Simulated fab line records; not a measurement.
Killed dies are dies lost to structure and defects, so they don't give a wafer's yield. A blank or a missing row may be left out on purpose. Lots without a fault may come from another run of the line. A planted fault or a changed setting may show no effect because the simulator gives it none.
Check for tools in common || flow n5 finfet || Sample size 9 lots and 25 wafers

## WHAT PROMPTED THE OPENING
On 2 of the 9 lots, a flag is raised at N5_SD_EPI_N_INSPECT_26 on the reading raw defect count. No-fault wafers: 209, standard deviation 43.
Rule: a lot is flagged when every wafer of it that has a number lies more than 4 standard deviations from that mean, or none has a number. As for the other lots, they are considered sound.

{"lot": "L108", "measured": "day 3 08:11", "on": "defect inspect-01", "raw defect count, wafer by wafer": "230 186 256", "flag": ""}
{"lot": "L110", "measured": "day 3 18:12", "on": "defect inspect-02", "raw defect count, wafer by wafer": "199 202 233", "flag": ""}
{"lot": "L114", "measured": "day 4 15:40", "on": "defect inspect-01", "raw defect count, wafer by wafer": "575 552 595", "flag": "FLAGGED"}
{"lot": "L116", "measured": "day 5 04:02", "on": "defect inspect-02", "raw defect count, wafer by wafer": "523 520 518", "flag": "FLAGGED"}
{"lot": "L120", "measured": "day 6 09:20", "on": "defect inspect-02", "raw defect count, wafer by wafer": "229 234 173", "flag": ""}
{"lot": "L124", "measured": "day 7 14:53", "on": "defect inspect-01", "raw defect count, wafer by wafer": "188 195 234", "flag": ""}
{"lot": "L126", "measured": "day 7 23:29", "on": "defect inspect-02", "raw defect count, wafer by wafer": "189 212", "flag": ""}
{"lot": "L127", "measured": "day 8 01:10", "on": "defect inspect-02", "raw defect count, wafer by wafer": "255 144", "flag": ""}
{"lot": "L130", "measured": "day 8 20:29", "on": "defect inspect-01", "raw defect count, wafer by wafer": "156 258 240", "flag": ""}
On average the flagged lots' numbers are 547, which is +338 against the usual, or +8 standard deviations.

## EACH LOT AND THE TOOL IT RAN ON
Before the reading, the record contains 3 process steps out of a 1938-step route. In each cell: the tool, then ch and the chambers that the sampled wafers went through, then the start.
{"lot": "L108", "flag": "", "N5_SD_EPI_N_ETCH_34": "rie diel-04 ch 0,2, day 3 04:16", "N5_SD_EPI_N_ETCH_16": "rie diel-04 ch 0,2, day 3 04:51", "N5_SD_EPI_N_STRIP_18": "wet bench-04 ch 0,3,4, day 3 05:07"}
{"lot": "L110", "flag": "", "N5_SD_EPI_N_ETCH_34": "rie diel-05 ch 0,2,3, day 3 14:17", "N5_SD_EPI_N_ETCH_16": "rie diel-05 ch 0,2,3, day 3 14:52", "N5_SD_EPI_N_STRIP_18": "wet bench-04 ch 1,2,3, day 3 15:08"}
{"lot": "L114", "flag": "FLAGGED", "N5_SD_EPI_N_ETCH_34": "rie diel-01 ch 0,2, day 4 11:37", "N5_SD_EPI_N_ETCH_16": "rie diel-01 ch 0,2, day 4 12:11", "N5_SD_EPI_N_STRIP_18": "wet bench-04 ch 0,1,2, day 4 12:27"}
{"lot": "L116", "flag": "FLAGGED", "N5_SD_EPI_N_ETCH_34": "rie diel-04 ch 0,1,3, day 4 23:25", "N5_SD_EPI_N_ETCH_16": "rie diel-04 ch 0,1,3, day 5 00:00", "N5_SD_EPI_N_STRIP_18": "wet bench-04 ch 3,4,6, day 5 00:16"}
{"lot": "L120", "flag": "", "N5_SD_EPI_N_ETCH_34": "rie diel-05 ch 0,3, day 6 05:14", "N5_SD_EPI_N_ETCH_16": "rie diel-05 ch 0,3, day 6 05:49", "N5_SD_EPI_N_STRIP_18": "wet bench-03 ch 1,2,4, day 6 06:05"}
{"lot": "L124", "flag": "", "N5_SD_EPI_N_ETCH_34": "rie diel-05 ch 0,2,3, day 7 10:59", "N5_SD_EPI_N_ETCH_16": "rie diel-05 ch 0,2,3, day 7 11:34", "N5_SD_EPI_N_STRIP_18": "wet bench-03 ch 0,2,3, day 7 11:49"}
{"lot": "L126", "flag": "", "N5_SD_EPI_N_ETCH_34": "rie diel-04 ch 0,2, day 7 18:49", "N5_SD_EPI_N_ETCH_16": "rie diel-04 ch 0,2, day 7 19:24", "N5_SD_EPI_N_STRIP_18": "wet bench-03 ch 3,7, day 7 19:40"}
{"lot": "L127", "flag": "", "N5_SD_EPI_N_ETCH_34": "rie diel-04 ch 0,2, day 7 20:31", "N5_SD_EPI_N_ETCH_16": "rie diel-04 ch 0,2, day 7 21:05", "N5_SD_EPI_N_STRIP_18": "wet bench-02 ch 0,7, day 7 21:22"}
{"lot": "L130", "flag": "", "N5_SD_EPI_N_ETCH_34": "rie diel-04 ch 0,1, day 8 15:46", "N5_SD_EPI_N_ETCH_16": "rie diel-04 ch 0,1, day 8 16:21", "N5_SD_EPI_N_STRIP_18": "wet bench-04 ch 0,4,5, day 8 16:37"}
What these steps do:
- N5_SD_EPI_N_ETCH_34: etches SiARC in CF4, target depth 45.5 nm, time 75.8 s.
- N5_SD_EPI_N_ETCH_16: etches SiO2 in CHF3/O2, target depth 5 nm.
- N5_SD_EPI_N_STRIP_18: strips in SPM, time 750 s.
- N5_SD_EPI_N_INSPECT_26: inspects for defects (darkfield).

## FLAGGED AGAINST TOTAL, ONE TOOL AT A TIME (gauges that did the reading follow at the end)
{"step": "N5_SD_EPI_N_ETCH_34", "tool": "rie diel-01", "lots run": 1, "flagged": 1, "share of the flagged lots": "some", "sound lots run after its first flagged lot": 0}
{"step": "N5_SD_EPI_N_ETCH_34", "tool": "rie diel-04", "lots run": 5, "flagged": 1, "share of the flagged lots": "some", "sound lots run after its first flagged lot": "3 (L126,L127,L130)"}
{"step": "N5_SD_EPI_N_ETCH_34", "tool": "rie diel-05", "lots run": 3, "flagged": 0, "share of the flagged lots": "none", "sound lots run after its first flagged lot": "-"}
{"step": "N5_SD_EPI_N_ETCH_16", "tool": "rie diel-01", "lots run": 1, "flagged": 1, "share of the flagged lots": "some", "sound lots run after its first flagged lot": 0}
{"step": "N5_SD_EPI_N_ETCH_16", "tool": "rie diel-04", "lots run": 5, "flagged": 1, "share of the flagged lots": "some", "sound lots run after its first flagged lot": "3 (L126,L127,L130)"}
{"step": "N5_SD_EPI_N_ETCH_16", "tool": "rie diel-05", "lots run": 3, "flagged": 0, "share of the flagged lots": "none", "sound lots run after its first flagged lot": "-"}
{"step": "N5_SD_EPI_N_STRIP_18", "tool": "wet bench-02", "lots run": 1, "flagged": 0, "share of the flagged lots": "none", "sound lots run after its first flagged lot": "-"}
{"step": "N5_SD_EPI_N_STRIP_18", "tool": "wet bench-03", "lots run": 3, "flagged": 0, "share of the flagged lots": "none", "sound lots run after its first flagged lot": "-"}
{"step": "N5_SD_EPI_N_STRIP_18", "tool": "wet bench-04", "lots run": 5, "flagged": 2, "share of the flagged lots": "all", "sound lots run after its first flagged lot": "1 (L130)"}
{"step": "N5_SD_EPI_N_INSPECT_26", "tool": "defect inspect-01", "lots run": 4, "flagged": 1, "share of the flagged lots": "some", "sound lots run after its first flagged lot": "2 (L124,L130)"}
{"step": "N5_SD_EPI_N_INSPECT_26", "tool": "defect inspect-02", "lots run": 5, "flagged": 1, "share of the flagged lots": "some", "sound lots run after its first flagged lot": "3 (L120,L126,L127)"}

## WHAT IS ALLOWED BY THE TABLE
In the table, 1 row covers all flagged lots: wet bench-04 at N5_SD_EPI_N_STRIP_18.
- wet bench-04 at N5_SD_EPI_N_STRIP_18 ran 5 lots, 2 of them flagged. After the first flagged lot (L130), sound lots still ran on it; a lasting fault on the whole tool would not permit that.
No row of the table ran every flagged lot and no sound lot after the first.

## WHAT THE SIMULATOR HAD INSERTED
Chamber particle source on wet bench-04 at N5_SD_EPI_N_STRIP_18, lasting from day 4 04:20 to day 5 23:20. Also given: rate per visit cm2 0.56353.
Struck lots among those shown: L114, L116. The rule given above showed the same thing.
